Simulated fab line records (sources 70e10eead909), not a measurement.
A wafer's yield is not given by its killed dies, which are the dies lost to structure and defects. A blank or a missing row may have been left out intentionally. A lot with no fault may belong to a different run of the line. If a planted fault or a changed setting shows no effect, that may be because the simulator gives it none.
Which of the tools did it? | flow nand-harc | 13 lots, 38 wafers sampled, at 5 steps of a route of 1159

== WHAT THE GAUGES READ, wafer by wafer ==
NHARC_THIN_TSV_CD_MEAS_33: target cd 5000 nm. Usual: 5000.3 nm for cd-nm, sd 1.4.
lot  | measured     | on        | cd-nm (nm)           | flag
L372 | day 18 23:25 | cd-sem-02 | 5002.4 4999.6 5000.9 |
L373 | day 19 00:35 | cd-sem-02 | 5002.4 5002.3 5000.5 |
L374 | day 19 22:20 | cd-sem-01 | 4999.3 5001.2 5001.2 |
L375 | day 19 08:46 | cd-sem-02 | 5000.1 5001.0 5001.1 |
L378 | day 19 23:34 | cd-sem-03 | 5002.0 5001.1 5000.2 |
L377 | day 19 16:40 | cd-sem-01 | 4999.7 5002.2 4999.6 |
L381 | day 21 12:35 | cd-sem-02 | 4998.3 4997.6 5000.5 |
L382 | day 21 01:09 | cd-sem-01 | 5002.5 5000.8 5001.0 |
L383 | day 22 01:43 | cd-sem-03 | 5001.2 4998.9 5000.7 |
L384 | day 22 00:44 | cd-sem-03 | 5000.0 4999.0 5000.6 |
L387 | day 22 23:45 | cd-sem-03 | 4999.5               |
L389 | day 22 21:09 | cd-sem-01 | 4999.6 5000.9        |
L395 | day 24 19:31 | cd-sem-02 | 5002.1 4999.6 5001.5 |

NHARC_THIN_TSV_CD_MEAS_37. Usual: 5000.8 nm for cd-nm, sd 2.1.
lot  | measured     | on        | cd-nm (nm)           | flag
L372 | day 19 00:51 | cd-sem-03 | 5001.5 4999.6 5003.8 |
L373 | day 19 02:13 | cd-sem-03 | 5001.1 5002.4 5001.0 |
L374 | day 20 08:48 | cd-sem-01 | 4998.7 5002.7 4999.5 |
L375 | day 19 10:14 | cd-sem-03 | 5001.5 5002.2 5003.0 |
L378 | day 20 09:04 | cd-sem-02 | 4999.9 5002.4 5000.8 |
L377 | day 19 18:52 | cd-sem-03 | 5000.1 5001.1 5002.0 |
L381 | day 21 14:02 | cd-sem-01 | 4999.4 4999.3 5001.7 |
L382 | day 21 02:36 | cd-sem-02 | 5003.2 4999.0 4998.5 |
L383 | day 22 03:13 | cd-sem-02 | 5001.9 5002.4 5002.1 |
L384 | day 22 02:12 | cd-sem-02 | 4999.6 5000.9 5001.1 |
L387 | day 23 01:11 | cd-sem-01 | 5000.8               |
L389 | day 22 22:36 | cd-sem-01 | 5001.0 5005.4        |
L395 | day 24 21:14 | cd-sem-01 | 5004.8 4998.1 5004.3 |

NHARC_END_SORT_01. Usual: defect-limited-yield 95.6 %, standard deviation 1.3; killed-at-array 26, standard deviation 8.6; killed-at-other 0.7, standard deviation 0.97; killed-at-periphery 3.2, standard deviation 2.2; killed-dies 30, standard deviation 8.9; killed-open 3.1, standard deviation 1.8; killed-short 2.2, standard deviation 1.8; sort_bin_2_pct 1.4 %, standard deviation 0.58; sort_bin_3_pct 0.24 %, standard deviation 0.18; sort_bin_4_pct 2.8 %, standard deviation 0.9; sort-n-pass 647, standard deviation 8.9; sort-rim-yield-pct 95.5 %, standard deviation 2.5; sort-yield-pct 95.6 %, standard deviation 1.3.
lot  | measured     | on        | defect-limited-yield (%) | killed-at-array | killed-at-other | killed-at-periphery | killed-dies | killed-open | killed-short | sort_bin_2_pct (%) | sort_bin_3_pct (%) | sort_bin_4_pct (%) | sort-n-pass | sort-rim-yield-pct (%) | sort-yield-pct (%) | flag
L373 | day 19 10:26 | prober-02 | 95.3 95.7 96.0           | 25 24 22        | 2 0 1           | 5 5 4               | 32 29 27    | 5 7 5       | 2 4 4        | 0.9 1.2 1.2        | 0.44 0.15 0.15     | 3.4 3.0 2.7        | 645 648 650 | 99.1 95.3 98.1         | 95.3 95.7 96.0     |
L383 | day 22 18:18 | prober-02 | 96.5 96.2 95.3           | 22 22 26        | 0 1 1           | 2 3 5               | 24 26 32    | 4 3 1       | 0 0 1        | 0.9 1.8 1.8        | 0.30 0.30 0.15     | 2.4 1.8 2.8        | 653 651 645 | 96.2 93.4 98.1         | 96.5 96.2 95.3     |
L384 | day 22 08:11 | prober-01 | 94.8 94.5 94.7           | 31 33 28        | 2 1 1           | 2 3 7               | 35 37 36    | 5 1 3       | 1 2 4        | 2.5 2.2 1.5        | 0 0.15 0.15        | 2.7 3.1 3.7        | 642 640 641 | 94.3 97.2 95.3         | 94.8 94.5 94.7     |
L387 | day 23 12:30 | prober-01 | 1.2 95.9                 | 29 25           | 0 0             | 640 3               | 669 28      | 7 3         | 0 1          | 95.6 1.2           | 0.15 0.15          | 3.1 2.8            | 8 649       | 2.8 95.3               | 1.2 95.9           | OFF
L389 | day 23 12:31 | prober-02 | 0.9 94.5 96.2            | 30 35 25        | 1 0 0           | 640 2 1             | 671 37 26   | 4 2 0       | 0 5 1        | 95.9 1.5 1.3       | 0 0.30 0.15        | 3.2 3.7 2.4        | 6 640 651   | 5.7 92.5 96.2          | 0.9 94.5 96.2      | OFF

== WHICH TOOL RAN EACH LOT (tool, then ch and the chambers of the sampled wafers, then the start) ==
lot  | NHARC_P_BONDPAD_ECD_18         | NHARC_THIN_TSV_ETCHBACK_48
L372 | ecd-cu-01 ch 0,1, day 6 20:31  | rie-diel-08 ch 1,2,3, day 18 19:46
L373 | ecd-cu-01 ch 0,1, day 6 21:55  | rie-diel-05 ch 2,3, day 18 20:54
L374 | ecd-cu-01 ch 0,1, day 7 00:46  | rie-diel-05 ch 0,2,3, day 19 17:42
L375 | ecd-cu-02 ch 0,1, day 7 01:53  | rie-diel-06 ch 0,1,3, day 19 05:01
L378 | ecd-cu-01 ch 0,1, day 7 21:28  | rie-diel-05 ch 0,1,2, day 19 18:59
L377 | ecd-cu-01 ch 0,1, day 8 00:40  | rie-diel-05 ch 0,1, day 19 12:37
L381 | ecd-cu-02 ch 0,1, day 8 21:49  | rie-diel-08 ch 1,2,3, day 21 08:56
L382 | ecd-cu-02 ch 0,1, day 8 23:36  | rie-diel-05 ch 0,2,3, day 20 21:30
L383 | ecd-cu-02 ch 0,1, day 9 19:58  | rie-diel-05 ch 1,2, day 21 22:01
L384 | ecd-cu-01 ch 0,1, day 9 20:28  | rie-diel-06 ch 0,2,3, day 21 20:54
L387 | ecd-cu-01 ch 0,1, day 10 12:30 | rie-diel-06 ch 1, day 22 20:08
L389 | ecd-cu-01 ch 0,1, day 10 13:01 | rie-diel-06 ch 3, day 22 17:38
L395 | ecd-cu-02 ch 0,1, day 12 10:42 | rie-diel-05 ch 0,1,2, day 24 15:37
- NHARC_P_BONDPAD_ECD_18: material Cu, target thk 400 nm.
- NHARC_THIN_TSV_ETCHBACK_48: etches the open film in C4F8/Ar, target depth 1028.5 nm, time 405.17 s.

== WHAT THE TOOLS THEMSELVES READ (means of the sampled wafers that have a number; where no wafer has one, the mark that the record gives instead) ==
NHARC_P_BONDPAD_ECD_18. Usual: 6.0 % for bath-heat-duty-pct, sd 1.
lot  | tool      | bath-heat-duty-pct (%) | flag
L372 | ecd-cu-01 | 6.6                    |
L373 | ecd-cu-01 | 6.5                    |
L374 | ecd-cu-01 | 6.4                    |
L375 | ecd-cu-02 | 5.9                    |
L378 | ecd-cu-01 | 7.4                    |
L377 | ecd-cu-01 | 7.2                    |
L381 | ecd-cu-02 | 5.4                    |
L382 | ecd-cu-02 | 5.5                    |
L383 | ecd-cu-02 | 5.2                    |
L384 | ecd-cu-01 | 7.0                    |
L387 | ecd-cu-01 | 6.9                    |
L389 | ecd-cu-01 | 6.7                    |
L395 | ecd-cu-02 | 4.9                    |

NHARC_THIN_TSV_ETCHBACK_48. Usual: oes-product-au 0.95 a.u., standard deviation 0.032; rf-vpp-V 547 V, standard deviation 3.4.
lot  | tool        | oes-product-au (a.u.) | rf-vpp-V (V) | flag
L372 | rie-diel-08 | 0.93                  | 546          |
L373 | rie-diel-05 | 0.93                  | 545          |
L374 | rie-diel-05 | 0.93                  | 548          |
L375 | rie-diel-06 | 0.97                  | 547          |
L378 | rie-diel-05 | 0.93                  | 547          |
L377 | rie-diel-05 | 0.99                  | 549          |
L381 | rie-diel-08 | 1.00                  | 546          |
L382 | rie-diel-05 | 0.96                  | 547          |
L383 | rie-diel-05 | 0.92                  | 543          |
L384 | rie-diel-06 | 0.92                  | 547          |
L387 | rie-diel-06 | 0.94                  | 547          |
L389 | rie-diel-06 | 0.97                  | 544          |
L395 | rie-diel-05 | 1.01                  | 546          |

== THE ANSWER, worked out from the rows above alone ==
Rule: take the mean of a lot's wafers that have a number; if it is more than 3 standard deviations from the usual mean, the lot is off. Also off: a lot with no number at a reading for which 4 or more lots have one. The other lots that the step has rows for count as sound. Order of review: gauges by route order, followed by the tools' own readings, for which a lot's mean as printed above is used. At the first step where some lot is off, the reading lying furthest off is the one used; lots without a number count as furthest.
Off at NHARC_END_SORT_01 (killed-at-periphery): L387, L389. Neither off nor sound, because the step has no rows for them: L372, L374, L375, L378, L377, L381, L382, L395.
A tool fits if, at a process step before that reading, it ran every lot that is off, and no sound lot after the first of them. Those tools and the gauges at NHARC_END_SORT_01 are tried in the same way. This does not decide it: 2 tools fit, namely ecd-cu-01 at NHARC_P_BONDPAD_ECD_18 and rie-diel-06 at NHARC_THIN_TSV_ETCHBACK_48.

== WHAT HAD BEEN PUT IN BY THE SIMULATOR ==
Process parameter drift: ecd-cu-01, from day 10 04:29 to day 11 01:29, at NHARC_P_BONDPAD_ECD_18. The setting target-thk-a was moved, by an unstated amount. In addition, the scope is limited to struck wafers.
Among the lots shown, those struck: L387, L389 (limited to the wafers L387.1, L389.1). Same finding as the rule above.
